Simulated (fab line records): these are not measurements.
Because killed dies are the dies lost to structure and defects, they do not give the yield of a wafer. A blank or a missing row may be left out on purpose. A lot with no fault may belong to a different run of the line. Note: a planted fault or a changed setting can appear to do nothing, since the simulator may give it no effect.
A sampling plan put to the test :: flow n5 finfet :: 20 faults told of in these records, all on one fab line, each judged by the records of the lots it struck
The plan is the line's own looks: the steps of the route at which a gauge or an inspection reads the wafer and doesn't change it. A look can be judged if struck wafers have a number there and the file gives its usual mean and standard deviation on fault-free wafers. Caught: 4 or more of those standard deviations (sigma) separate the usual mean from the mean of the struck wafers at a look after the fault's first step. On the tool: the same test on the tool's own readings at the fault's steps. A different recipe on the struck wafers counts as caught too, as does a record blank only for those wafers.

THE FAULTS, as the simulator had put them in
1. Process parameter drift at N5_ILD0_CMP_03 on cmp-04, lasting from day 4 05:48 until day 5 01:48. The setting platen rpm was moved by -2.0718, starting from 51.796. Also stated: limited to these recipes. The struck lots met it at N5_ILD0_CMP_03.
2. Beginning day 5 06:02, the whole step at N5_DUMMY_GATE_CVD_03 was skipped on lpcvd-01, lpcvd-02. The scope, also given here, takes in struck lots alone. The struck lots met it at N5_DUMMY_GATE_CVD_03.
3. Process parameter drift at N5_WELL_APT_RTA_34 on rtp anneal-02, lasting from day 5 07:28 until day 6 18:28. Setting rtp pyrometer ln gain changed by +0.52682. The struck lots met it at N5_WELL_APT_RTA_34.
4. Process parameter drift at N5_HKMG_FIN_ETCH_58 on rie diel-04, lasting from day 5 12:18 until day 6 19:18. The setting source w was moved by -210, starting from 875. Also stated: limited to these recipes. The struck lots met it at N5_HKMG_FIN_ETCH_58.
5. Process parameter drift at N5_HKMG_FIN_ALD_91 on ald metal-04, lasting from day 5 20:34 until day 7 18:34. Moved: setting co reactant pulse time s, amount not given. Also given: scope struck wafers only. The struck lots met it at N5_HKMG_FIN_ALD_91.
6. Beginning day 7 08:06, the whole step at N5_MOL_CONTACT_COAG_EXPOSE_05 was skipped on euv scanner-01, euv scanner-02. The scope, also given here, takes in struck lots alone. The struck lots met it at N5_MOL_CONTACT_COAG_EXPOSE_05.
7. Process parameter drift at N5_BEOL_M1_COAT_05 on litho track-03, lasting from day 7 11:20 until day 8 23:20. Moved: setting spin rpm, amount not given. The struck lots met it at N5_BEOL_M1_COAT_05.
8. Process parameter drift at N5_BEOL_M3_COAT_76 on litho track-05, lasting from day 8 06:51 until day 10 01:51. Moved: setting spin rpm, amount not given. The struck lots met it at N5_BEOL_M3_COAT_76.
9. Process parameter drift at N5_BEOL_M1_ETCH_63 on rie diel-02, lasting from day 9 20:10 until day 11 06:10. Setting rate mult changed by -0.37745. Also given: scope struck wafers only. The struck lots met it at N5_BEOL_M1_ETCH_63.
10. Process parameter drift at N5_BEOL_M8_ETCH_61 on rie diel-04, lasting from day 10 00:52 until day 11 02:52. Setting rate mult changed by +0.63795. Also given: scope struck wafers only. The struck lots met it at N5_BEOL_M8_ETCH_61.
11. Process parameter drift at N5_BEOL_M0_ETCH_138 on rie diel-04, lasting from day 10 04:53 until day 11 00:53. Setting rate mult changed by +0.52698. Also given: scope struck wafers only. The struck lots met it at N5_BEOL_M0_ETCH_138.
12. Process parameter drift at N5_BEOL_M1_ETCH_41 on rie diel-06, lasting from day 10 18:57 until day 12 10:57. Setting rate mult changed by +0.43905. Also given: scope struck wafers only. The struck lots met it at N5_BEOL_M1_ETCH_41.
13. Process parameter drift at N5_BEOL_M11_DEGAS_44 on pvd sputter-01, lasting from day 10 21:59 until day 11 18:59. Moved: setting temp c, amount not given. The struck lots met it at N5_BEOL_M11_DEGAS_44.
14. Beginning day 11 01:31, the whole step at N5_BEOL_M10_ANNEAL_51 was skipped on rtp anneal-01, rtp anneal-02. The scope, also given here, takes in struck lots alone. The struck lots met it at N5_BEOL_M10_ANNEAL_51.
15. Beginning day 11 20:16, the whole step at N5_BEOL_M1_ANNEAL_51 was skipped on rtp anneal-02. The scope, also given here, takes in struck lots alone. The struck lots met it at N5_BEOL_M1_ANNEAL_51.
16. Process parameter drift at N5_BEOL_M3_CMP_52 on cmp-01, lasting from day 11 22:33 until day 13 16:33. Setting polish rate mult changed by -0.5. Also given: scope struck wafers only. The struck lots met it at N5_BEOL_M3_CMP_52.
17. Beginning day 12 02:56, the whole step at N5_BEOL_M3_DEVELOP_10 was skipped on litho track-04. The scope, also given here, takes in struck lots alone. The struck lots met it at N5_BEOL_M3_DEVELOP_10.
18. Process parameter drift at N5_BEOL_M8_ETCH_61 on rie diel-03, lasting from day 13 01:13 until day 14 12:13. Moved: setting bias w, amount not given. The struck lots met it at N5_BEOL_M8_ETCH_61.
19. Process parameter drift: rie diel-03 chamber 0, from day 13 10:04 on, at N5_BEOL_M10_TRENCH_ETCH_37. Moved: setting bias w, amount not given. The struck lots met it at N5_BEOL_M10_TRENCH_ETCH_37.
20. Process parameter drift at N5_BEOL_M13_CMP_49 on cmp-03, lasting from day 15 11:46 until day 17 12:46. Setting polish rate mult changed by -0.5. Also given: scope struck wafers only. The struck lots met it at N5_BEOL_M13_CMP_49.

WHAT THE PLAN SAW
fault: 1
on the tool itself: platen rpm -58 sigma
first look that catches it: none of the 2 looks that can be judged after it
reading, sigma: -
median hours from its first step to that look: -
hours from the fault's start to the first struck lot there: -
judged looks passed uncaught: 2

fault: 2
on the tool itself: the tool's record is blank for the struck wafers
first look that catches it: N5_DUMMY_GATE_THK_MEAS_05
reading, sigma: thk nm -41
median hours from its first step to that look: 5.8
hours from the fault's start to the first struck lot there: 23
judged looks passed uncaught: 0

fault: 3
on the tool itself: lamp_zone_2_pct -56 sigma
first look that catches it: N5_BEOL_M4_RC_MEAS_101
reading, sigma: IOFF_N_LONG +5.0
median hours from its first step to that look: 151.1
hours from the fault's start to the first struck lot there: 165
judged looks passed uncaught: 0

fault: 4
on the tool itself: rf fwd power W -83 sigma
first look that catches it: not the one look that can be judged after it
reading, sigma: -
median hours from its first step to that look: -
hours from the fault's start to the first struck lot there: -
judged looks passed uncaught: 1

fault: 5
on the tool itself: under 2 sigma
first look that catches it: not the one look that can be judged after it
reading, sigma: -
median hours from its first step to that look: -
hours from the fault's start to the first struck lot there: -
judged looks passed uncaught: 1

fault: 6
on the tool itself: no reading that can be judged
first look that catches it: no look after it can be judged
reading, sigma: -
median hours from its first step to that look: -
hours from the fault's start to the first struck lot there: -
judged looks passed uncaught: 0

fault: 7
on the tool itself: spin speed rpm -71 sigma
first look that catches it: none of the 3 looks that can be judged after it
reading, sigma: -
median hours from its first step to that look: -
hours from the fault's start to the first struck lot there: -
judged looks passed uncaught: 3

fault: 8
on the tool itself: spin speed rpm -42 sigma
first look that catches it: none of the 2 looks that can be judged after it
reading, sigma: -
median hours from its first step to that look: -
hours from the fault's start to the first struck lot there: -
judged looks passed uncaught: 2

fault: 9
on the tool itself: etch rf on time s +19 sigma
first look that catches it: not the one look that can be judged after it
reading, sigma: -
median hours from its first step to that look: -
hours from the fault's start to the first struck lot there: -
judged looks passed uncaught: 1

fault: 10
on the tool itself: etch rf on time s -12 sigma
first look that catches it: no look after it can be judged
reading, sigma: -
median hours from its first step to that look: -
hours from the fault's start to the first struck lot there: -
judged looks passed uncaught: 0

fault: 11
on the tool itself: etch rf on time s -8.8 sigma
first look that catches it: not the one look that can be judged after it
reading, sigma: -
median hours from its first step to that look: -
hours from the fault's start to the first struck lot there: -
judged looks passed uncaught: 1

fault: 12
on the tool itself: only faintly: oes product au +3.7 sigma
first look that catches it: not the one look that can be judged after it
reading, sigma: strongest: IOFF_N at N5_BEOL_M4_RC_MEAS_101, +3.0
median hours from its first step to that look: -
hours from the fault's start to the first struck lot there: -
judged looks passed uncaught: 1

fault: 13
on the tool itself: susceptor temp C +18 sigma
first look that catches it: no look after it can be judged
reading, sigma: -
median hours from its first step to that look: -
hours from the fault's start to the first struck lot there: -
judged looks passed uncaught: 0

fault: 14
on the tool itself: the tool's record is blank for the struck wafers
first look that catches it: no look after it can be judged
reading, sigma: -
median hours from its first step to that look: -
hours from the fault's start to the first struck lot there: -
judged looks passed uncaught: 0

fault: 15
on the tool itself: the tool's record is blank for the struck wafers
first look that catches it: none of the 2 looks that can be judged after it
reading, sigma: strongest: M1_RS at N5_BEOL_M1_RS_MEAS_58, +3.7
median hours from its first step to that look: -
hours from the fault's start to the first struck lot there: -
judged looks passed uncaught: 2

fault: 16
on the tool itself: overpolish run s -99 or beyond sigma
first look that catches it: N5_BEOL_M3_THK_MEAS_53
reading, sigma: M3_THK +58
median hours from its first step to that look: 0.3
hours from the fault's start to the first struck lot there: 2
judged looks passed uncaught: 0

fault: 17
on the tool itself: the tool's record is blank for the struck wafers
first look that catches it: no look after it can be judged
reading, sigma: -
median hours from its first step to that look: -
hours from the fault's start to the first struck lot there: -
judged looks passed uncaught: 0

fault: 18
on the tool itself: bias w -73 sigma
first look that catches it: no look after it can be judged
reading, sigma: -
median hours from its first step to that look: -
hours from the fault's start to the first struck lot there: -
judged looks passed uncaught: 0

fault: 19
on the tool itself: bias w -29 sigma
first look that catches it: no look after it can be judged
reading, sigma: -
median hours from its first step to that look: -
hours from the fault's start to the first struck lot there: -
judged looks passed uncaught: 0

fault: 20
on the tool itself: overpolish run s -99 or beyond sigma
first look that catches it: N5_BEOL_M13_THK_MEAS_50
reading, sigma: M13_THK +37
median hours from its first step to that look: 0.3
hours from the fault's start to the first struck lot there: 2
judged looks passed uncaught: 0
A dash: the fault is not caught, or the number is missing from these records.

Caught at a look: 4 of 20. Caught on the tool: 17 of 20. By one or the other: 17 of 20.
Faults caught by the tool alone: 1, 4, 7, 8, 9, 10, 11, 13, 14, 15, 17, 18, 19.
Caught by neither: faults 5, 6, 12.

THINNER SAMPLING
In the worst case, this is how late the first struck lot would be measured if the look that catches a fault measured only every second or every third lot, by lot number:
fault: 2
struck lots at that look, in order of time: L732
every lot: 23 h
every second lot: may miss it
every third lot: may miss it

fault: 3
struck lots at that look, in order of time: L126, L131
every lot: 165 h
every second lot: 173 h
every third lot: may miss all 2

fault: 16
struck lots at that look, in order of time: L485, L487
every lot: 2 h
every second lot: may miss all 2
every third lot: may miss all 2

fault: 20
struck lots at that look, in order of time: L897, L895, L900
every lot: 2 h
every second lot: 38 h
every third lot: may miss all 3
Hours: fault start to first struck lot measured. The limit of 4 sigma was tested on all struck wafers together, so one lot alone may lie under it. Other struck lots may not be in these records.

THE LONGEST TIMED WAY FROM STEP TO LOOK
Fault 3: median gap of 151.1 hours between N5_WELL_APT_RTA_34 and N5_BEOL_M4_RC_MEAS_101. No look between them can be judged.
